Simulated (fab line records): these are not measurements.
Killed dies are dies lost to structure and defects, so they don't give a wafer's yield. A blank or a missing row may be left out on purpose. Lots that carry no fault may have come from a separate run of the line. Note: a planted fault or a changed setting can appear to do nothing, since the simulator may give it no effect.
Chamber matching :: flow nand_harc :: NHARC_P_ZERO_WELL_ETCH_65 on rie_diel-02 has 4 sister chambers
The step etches the open film in N2/H2, target depth 80 nm, overetch 24 nm, time 87.88 s. 16 wafers are shown with their chamber, then 8 later ones without.

== WAFERS WITH THEIR CHAMBER ==
wafer: L933.1
chamber: 2
showerhead_plenum_p_Torr (Torr): 1.95
drypump_motor_current_A (A): 5.58
rf_vpp_V (V): 428.9

wafer: L933.3
chamber: 3
showerhead_plenum_p_Torr (Torr): 2.00
drypump_motor_current_A (A): 5.67
rf_vpp_V (V): 428.1

wafer: L933.4
chamber: 2
showerhead_plenum_p_Torr (Torr): 1.95
drypump_motor_current_A (A): 5.59
rf_vpp_V (V): 427.0

wafer: L940.1
chamber: 1
showerhead_plenum_p_Torr (Torr): 2.21
drypump_motor_current_A (A): 6.11
rf_vpp_V (V): 434.8

wafer: L940.2
chamber: 2
showerhead_plenum_p_Torr (Torr): 1.94
drypump_motor_current_A (A): 5.57
rf_vpp_V (V): 426.6

wafer: L940.6
chamber: 1
showerhead_plenum_p_Torr (Torr): 2.21
drypump_motor_current_A (A): 6.09
rf_vpp_V (V): 435.9

wafer: L945.2
chamber: 1
showerhead_plenum_p_Torr (Torr): 2.21
drypump_motor_current_A (A): 6.06
rf_vpp_V (V): 435.9

wafer: L945.3
chamber: 3
showerhead_plenum_p_Torr (Torr): 1.99
drypump_motor_current_A (A): 5.62
rf_vpp_V (V): 429.0

wafer: L945.6
chamber: 2
showerhead_plenum_p_Torr (Torr): 1.94
drypump_motor_current_A (A): 5.60
rf_vpp_V (V): 426.8

wafer: L946.3
chamber: 1
showerhead_plenum_p_Torr (Torr): 2.21
drypump_motor_current_A (A): 6.07
rf_vpp_V (V): 432.3

wafer: L946.4
chamber: 3
showerhead_plenum_p_Torr (Torr): 1.99
drypump_motor_current_A (A): 5.67
rf_vpp_V (V): 430.0

wafer: L946.6
chamber: 3
showerhead_plenum_p_Torr (Torr): 1.99
drypump_motor_current_A (A): 5.67
rf_vpp_V (V): 428.5

wafer: L947.3
chamber: 0
showerhead_plenum_p_Torr (Torr): 1.97
drypump_motor_current_A (A): 5.64
rf_vpp_V (V): 429.6

wafer: L947.5
chamber: 3
showerhead_plenum_p_Torr (Torr): 1.99
drypump_motor_current_A (A): 5.63
rf_vpp_V (V): 428.0

wafer: L947.6
chamber: 2
showerhead_plenum_p_Torr (Torr): 1.94
drypump_motor_current_A (A): 5.62
rf_vpp_V (V): 426.5

wafer: L949.2
chamber: 3
showerhead_plenum_p_Torr (Torr): 1.99
drypump_motor_current_A (A): 5.68
rf_vpp_V (V): 429.2

SIGNATURES (averages over the wafers above)
reading: showerhead_plenum_p_Torr
chamber 0: 1.9700
chamber 1: 2.2100
chamber 2: 1.9440
chamber 3: 1.9917
scatter within a chamber: 0.00412

reading: drypump_motor_current_A
chamber 0: 5.6400
chamber 1: 6.0825
chamber 2: 5.5920
chamber 3: 5.6567
scatter within a chamber: 0.0225

reading: rf_vpp_V
chamber 0: 429.600
chamber 1: 434.725
chamber 2: 427.160
chamber 3: 428.800
scatter within a chamber: 1.13
Rule: for a wafer and a chamber, the distance is found by dividing, reading by reading, the gap between the wafer's reading and the chamber's mean by the reading's scatter, squaring, summing and taking the root. The wafer belongs to the nearest chamber; if the next one is less than 2 further off, it can't be placed. How the scatter is found: for the shown wafers, subtract from each reading the mean of its chamber, square and add these, divide the total by (wafers less chambers), then take the root.

== WAFERS WHOSE CHAMBER IS MISSING ==
wafer: L949.3
showerhead_plenum_p_Torr (Torr): 1.93
drypump_motor_current_A (A): 5.61
rf_vpp_V (V): 427.9

wafer: L949.6
showerhead_plenum_p_Torr (Torr): 1.97
drypump_motor_current_A (A): 5.63
rf_vpp_V (V): 427.0

wafer: L950.3
showerhead_plenum_p_Torr (Torr): 1.93
drypump_motor_current_A (A): 5.59
rf_vpp_V (V): 428.7

wafer: L950.4
showerhead_plenum_p_Torr (Torr): 1.97
drypump_motor_current_A (A): 5.63
rf_vpp_V (V): 428.2

wafer: L950.5
showerhead_plenum_p_Torr (Torr): 1.93
drypump_motor_current_A (A): 5.61
rf_vpp_V (V): 427.6

wafer: L953.3
showerhead_plenum_p_Torr (Torr): 1.96
drypump_motor_current_A (A): 5.61
rf_vpp_V (V): 427.7

wafer: L953.5
showerhead_plenum_p_Torr (Torr): 1.96
drypump_motor_current_A (A): 5.63
rf_vpp_V (V): 428.6

wafer: L953.6
showerhead_plenum_p_Torr (Torr): 1.93
drypump_motor_current_A (A): 5.59
rf_vpp_V (V): 426.8

== THE CHAMBER EACH PASSED THROUGH ==
wafer: L949.3
from the rows above: 2
in truth: 2

wafer: L949.6
from the rows above: 0
in truth: 0

wafer: L950.3
from the rows above: 2
in truth: 2

wafer: L950.4
from the rows above: 0
in truth: 0

wafer: L950.5
from the rows above: 2
in truth: 2

wafer: L953.3
from the rows above: can't be placed: 0 or 2
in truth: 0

wafer: L953.5
from the rows above: can't be placed: 0 or 2
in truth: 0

wafer: L953.6
from the rows above: 2
in truth: 2
Correct placement for 6 of the 8. Cannot be placed on the basis of these rows: 2; the candidates contain the true chamber in 2. Wrongly placed: 0.
